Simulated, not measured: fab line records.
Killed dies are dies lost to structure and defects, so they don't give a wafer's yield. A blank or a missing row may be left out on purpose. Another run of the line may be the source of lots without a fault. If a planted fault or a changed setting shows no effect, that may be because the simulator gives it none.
Chamber matching || flow n5 finfet || N5_BEOL_M9_CURE_72 on uv cure-02: 3 sister chambers
The step cures SiCOH lowk, time 120 s. 3 wafers are shown with their chamber, then 9 later ones without.

== WAFERS WITH THEIR CHAMBER ==
{"wafer": "L083.6", "chamber": 1, "wafer_temp_C_max": 371.7}
{"wafer": "L081.5", "chamber": 2, "wafer_temp_C_max": 371.4}
{"wafer": "L087.5", "chamber": 0, "wafer_temp_C_max": 371.9}

== WAFERS MISSING THEIR CHAMBER ==
{"wafer": "L085.1", "wafer_temp_C_max": 371.5}
{"wafer": "L085.5", "wafer_temp_C_max": 370.6}
{"wafer": "L085.6", "wafer_temp_C_max": 371.1}
{"wafer": "L089.1", "wafer_temp_C_max": 370.8}
{"wafer": "L089.2", "wafer_temp_C_max": 371.5}
{"wafer": "L089.5", "wafer_temp_C_max": 370.7}
{"wafer": "L093.1", "wafer_temp_C_max": 370.9}
{"wafer": "L093.3", "wafer_temp_C_max": 371.2}
{"wafer": "L093.6", "wafer_temp_C_max": 371.0}

== WHICH CHAMBER EACH ONE RAN IN ==
{"wafer": "L085.1", "from the rows above": "can't be placed: 2 or 1 or 0", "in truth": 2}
{"wafer": "L085.5", "from the rows above": "can't be placed: 2 or 1 or 0", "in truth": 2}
{"wafer": "L085.6", "from the rows above": "can't be placed: 2 or 1 or 0", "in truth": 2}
{"wafer": "L089.1", "from the rows above": "can't be placed: 2 or 1 or 0", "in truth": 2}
{"wafer": "L089.2", "from the rows above": "can't be placed: 2 or 1 or 0", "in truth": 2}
{"wafer": "L089.5", "from the rows above": "can't be placed: 2 or 1 or 0", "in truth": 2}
{"wafer": "L093.1", "from the rows above": "can't be placed: 2 or 1 or 0", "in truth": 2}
{"wafer": "L093.3", "from the rows above": "can't be placed: 2 or 1 or 0", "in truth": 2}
{"wafer": "L093.6", "from the rows above": "can't be placed: 2 or 1 or 0", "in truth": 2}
Correct placement for 0 of the 9. Cannot be placed on the basis of these rows: 9; the candidates contain the true chamber in 9. Number placed wrongly: 0.
How it was worked out, from the rows above alone: a wafer's distance from a chamber is the root of the sum, over the readings, of the square of ((its reading less the chamber's mean) divided by the reading's scatter). If the next closest chamber is less than 2 further off than the closest, the wafer can't be placed; otherwise it belongs to the closest. For every chamber, the mean is computed from those of its wafers that are shown. The scatter: with one shown wafer a chamber, the root of the mean of the squares of how far each hidden wafer lies from its nearest shown one.
